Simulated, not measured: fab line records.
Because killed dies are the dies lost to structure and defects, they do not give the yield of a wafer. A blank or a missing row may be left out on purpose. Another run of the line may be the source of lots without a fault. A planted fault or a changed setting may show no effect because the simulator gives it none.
A lot that was struck, set against a sound lot ; flow nand-harc ; 17 steps out of a route of 1159
Sound: the wafers L552.2, L552.4, L552.5. Wafers L563.1, L563.3, L563.6 were the ones struck. The cause comes at the end.
Order at every step that has rows: each side's tool, ch and its chambers, its first start. Under that, the readings that differ: sound wafers ; struck wafers ; difference of the means ; sigmas: that difference in standard deviations of wafers without a fault.
alike: a reading whose means differ by less than 2 such deviations, as well as words and numbers matching on both sides. not compared: withheld readings; readings where some wafer has no value; bounds like >300 that might hide an equal value; numbers whose values overlap and for which the record gives no deviation.
Wherever a step has rows on one side only, a row that says differs or no value, or a row with sigmas, the two part there. Numbers that have no deviation but don't overlap get no sigmas and don't part them. Lack of a reading on every wafer of one side parts them only where that side has two or more wafers.

NHARC_A_STAIRCASE_CMP_472: polishes SiO2.
  sound on cmp-02 ch 0,1,2, day 16 11:06; struck on cmp-02 ch 1,2, day 18 03:09
  alike: motor-current-A
then, 1 step without rows for these wafers: NHARC_A_STAIRCASE_SRD_474.
NHARC_A_STAIRCASE_INSPECT_155:
  sound: defect-inspect-02 at day 16 11:25; struck: defect-inspect-02 at day 18 03:29
  alike: raw-defect-count
NHARC_A_SGD_CUT_DEP_00: deposits SiNx, target thk 50 nm.
  sound on pecvd-02 ch 1,2, day 16 11:31; struck on pecvd-04 ch 0,1,2, day 18 03:35
  alike: heater-power-w
then, 7 steps without rows for these wafers: NHARC_A_SGD_CUT_DEHYDRATE_01 (time 120 s); NHARC_A_SGD_CUT_HMDS_02 (time 30 s); NHARC_A_SGD_CUT_COAT_56 (time 75 s); NHARC_A_SGD_CUT_COAT_57 (time 65 s); NHARC_A_SGD_CUT_COAT_03 (resist thk 90 nm); NHARC_A_SGD_CUT_SOFTBAKE_04 (time 55 s); NHARC_A_SGD_CUT_EBR_05.
NHARC_A_SGD_CUT_EXPOSE_06: exposes mask SGD.
  sound on arfi-scanner-02 ch 0, day 16 12:04; struck on arfi-scanner-01 ch 0, day 18 04:10
reading;sound;struck;difference;sigmas
exposure-dose-mJ-cm2;85.73 85.66 85.67;63.53 63.65 63.63;-22.08;-99 or more
  alike: mask
then, 2 steps without rows for these wafers: NHARC_A_SGD_CUT_PEB_07 (peb time 65 s); NHARC_A_SGD_CUT_DEVELOP_08 (develop time 35 s).
NHARC_A_SGD_CUT_CD_MEAS_09 targets a cd of 100 nm.
  sound on cd-sem-02 ch 0, day 16 12:13; struck on cd-sem-03 ch 0, day 18 04:18
reading;sound;struck;difference;sigmas
cd-nm (nm);99.7 99.7 99.8;83.2 82.7 83.2;-16.7;-39
NHARC_A_SGD_CUT_OVL_MEAS_10:
  sound: overlay-01 at day 16 12:18; struck: overlay-02 at day 18 04:23
  alike: overlay-x-nm, overlay-y-nm
-- jump in the record: it breaks off in module A_SGD_CUT and resumes in module END (first step shown: number 1159 of the route), and 9 days separate the struck wafers' starts before and after --
NHARC_END_SORT_01:
  the record has rows for the struck wafers here (prober-01 ch 0, day 27 04:08) and none for the sound ones

WHERE THEY PART
Earliest at NHARC_A_SGD_CUT_EXPOSE_06; latest, in this record, at NHARC_END_SORT_01.

WHY: what had been put in by the simulator
Process parameters drifting: arfi-scanner-01 at NHARC_A_SGD_CUT_EXPOSE_06, beginning at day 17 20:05. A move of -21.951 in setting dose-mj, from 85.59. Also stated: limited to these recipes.
